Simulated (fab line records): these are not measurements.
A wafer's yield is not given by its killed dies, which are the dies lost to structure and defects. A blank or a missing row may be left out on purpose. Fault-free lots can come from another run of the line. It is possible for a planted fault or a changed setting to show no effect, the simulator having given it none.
Chamber matching :: flow n5-finfet :: 4 sister chambers for N5_BEOL_M6_ETCH_66 on rie-diel-04
The step etches SOC in N2/H2, target depth 80 nm, overetch 16 nm, time 120 s. 4 wafers are shown with their chamber, then 7 later ones without.

WAFERS, EACH WITH ITS CHAMBER
wafer: L782.2
chamber: 2
showerhead-plenum-p-Torr (Torr): 2.52

wafer: L782.5
chamber: 1
showerhead-plenum-p-Torr (Torr): 2.62

wafer: L785.1
chamber: 3
showerhead-plenum-p-Torr (Torr): 2.45

wafer: L785.3
chamber: 0
showerhead-plenum-p-Torr (Torr): 2.44

WAFERS WITHOUT THEIR CHAMBER
wafer: L785.4
showerhead-plenum-p-Torr (Torr): 2.62

wafer: L793.2
showerhead-plenum-p-Torr (Torr): 2.45

wafer: L793.3
showerhead-plenum-p-Torr (Torr): 2.51

wafer: L793.5
showerhead-plenum-p-Torr (Torr): 2.44

wafer: L800.1
showerhead-plenum-p-Torr (Torr): 2.43

wafer: L800.3
showerhead-plenum-p-Torr (Torr): 2.60

wafer: L800.4
showerhead-plenum-p-Torr (Torr): 2.51

WHICH CHAMBER EACH WENT THROUGH
wafer: L785.4
from the rows above: 1
in truth: 1

wafer: L793.2
from the rows above: can't be placed: 3 or 0
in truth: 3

wafer: L793.3
from the rows above: 2
in truth: 2

wafer: L793.5
from the rows above: can't be placed: 0 or 3
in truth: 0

wafer: L800.1
from the rows above: can't be placed: 0 or 3
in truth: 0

wafer: L800.3
from the rows above: 1
in truth: 1

wafer: L800.4
from the rows above: 2
in truth: 2
4 of 7 placed correctly. Cannot be placed on the basis of these rows: 3; the candidates contain the true chamber in 3. Wrongly placed: 0.
How it was worked out, from the rows above alone: a wafer's distance from a chamber is the root of the sum, over the readings, of the square of ((its reading less the chamber's mean) divided by the reading's scatter). The wafer belongs to the nearest chamber; if the next one is less than 2 further off, it can't be placed. Each chamber's mean is taken over the wafers shown for it. The scatter: with one shown wafer a chamber, the root of the mean of the squares of how far each hidden wafer lies from its nearest shown one.
